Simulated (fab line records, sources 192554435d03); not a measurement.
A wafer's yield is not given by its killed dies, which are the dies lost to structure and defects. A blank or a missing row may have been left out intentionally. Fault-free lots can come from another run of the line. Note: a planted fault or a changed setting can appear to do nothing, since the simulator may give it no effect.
A lot that was struck, set against a sound lot | flow n5-finfet | 18 steps out of a route of 1938
Sound: these wafers, L457.2, L457.3, L457.6. Struck: wafers L452.2, L452.3. (L452.6 of the same lot was not struck and is left out.) The cause comes at the end.
Order at every step that has rows: each side's tool, ch and its chambers, its first start. Under that, the readings that differ: sound wafers | struck wafers | difference of the means | sigmas: that difference in standard deviations of wafers without a fault.
alike: words and numbers the same on both sides, and readings whose means are apart by under 2 such deviations; not compared: readings that were withheld, readings missing a value for some wafer, numbers with overlapping values and no deviation given by the record, and bounds like >300 which may hide the same value.
The two part at a step that has a row with sigmas, a row that says differs or no value, or rows on one side only. Non-overlapping numbers with no deviation appear without sigmas and do not part them. A reading that every wafer of one side lacks parts them only if that side has two wafers or more.

N5_MIM_BOT_DEGAS_01: time 60 s.
  sound on pvd-sputter-03 at day 15 05:02; struck on pvd-sputter-02 at day 14 04:16
  alike: heater-power-w
then, 1 step without rows for these wafers: N5_MIM_BOT_SPUTTER_00 (material TiN, target thk 35 nm, time 89.7 s).
N5_MIM_TOP_ALD_00: deposits Al2O3, purge time 3 s, co reactant pulse time 3 s.
  sound on ald-hk-03 ch 1,3, day 15 05:10; struck on ald-hk-01 ch 1,2, day 14 04:25
  alike: precursor-pulse-height-rel
N5_MIM_TOP_ALD_01: deposits HfO2, target thk 5.6 nm, pulse time 1 s, purge time 3 s.
  sound on ald-hk-03 ch 1,3; struck on ald-hk-01 ch 1,2
  alike: precursor-pulse-height-rel
N5_MIM_TOP_ALD_02: deposits Al2O3, purge time 3 s, co reactant pulse time 3 s.
  sound on ald-hk-03 ch 1,3; struck on ald-hk-01 ch 1,2
  alike: precursor-pulse-height-rel
then, 1 step without rows for these wafers: N5_MIM_TOP_DEGAS_04 (time 60 s).
N5_MIM_TOP_SPUTTER_03: material TiN, target thk 35 nm, time 89.7 s.
  sound on pvd-sputter-03 at day 15 06:20; struck on pvd-sputter-01 at day 14 06:08
  alike: substrate-temp-c, throttle-valve-pct
then, 5 steps without rows for these wafers: N5_MIM_TOP_LITHO_HMDS_01 (time 60 s); N5_MIM_TOP_LITHO_COAT_02; N5_MIM_TOP_LITHO_EBR_04; N5_MIM_TOP_LITHO_SOFTBAKE_03 (time 90 s); N5_MIM_TOP_LITHO_EXPOSE_05 (exposes mask MIM TOP, target cd 2000 nm).
N5_MIM_TOP_LITHO_PEB_06:
  sound on litho-track-01 ch 0, day 15 06:37; struck on litho-track-03 ch 0, day 14 06:32
  alike: exhaust-pa
then, 2 steps without rows for these wafers: N5_MIM_TOP_LITHO_DEVELOP_07 (develop time 60 s); N5_MIM_TOP_LITHO_HARDBAKE_09 (time 120 s).
N5_MIM_TOP_LITHO_CD_MEAS_08: the cd target is 2000 nm.
  sound on cd-sem-01 ch 0, day 15 06:44; struck on cd-sem-01 ch 0, day 14 06:40
  reading    | sound                | struck        | difference | sigmas
  cd-nm (nm) | 1999.5 1999.3 2001.3 | 2005.0 2004.3 | +4.6       | +2
N5_MIM_TOP_LITHO_OVL_MEAS_11:
  sound on overlay-01 ch 0, day 15 06:46; struck on overlay-02 ch 0, day 14 06:41
  alike: MIM_TOP_OVL
N5_PASSIVATION_PROBE_49:
  sound on prober-01 at day 15 18:20; struck on prober-02 at day 14 20:44
  alike: defect-limited-yield, killed_at_M0_to_M3, killed_at_M4_up, killed-at-contacts, killed-at-front-end, killed-at-other, killed-dies, killed-open, killed-short, sort_bin_4_leakage, sort_bin_5_function, sort_bin_6_memory, sort_bin_8_speed, sort-n-pass, sort-yield-pct

== WHERE THEY PART ==
N5_MIM_TOP_LITHO_CD_MEAS_08 only, going by this record. Later steps at which nothing parts them and some readings are alike: N5_MIM_TOP_LITHO_OVL_MEAS_11, N5_PASSIVATION_PROBE_49.

WHY: what had been put in by the simulator
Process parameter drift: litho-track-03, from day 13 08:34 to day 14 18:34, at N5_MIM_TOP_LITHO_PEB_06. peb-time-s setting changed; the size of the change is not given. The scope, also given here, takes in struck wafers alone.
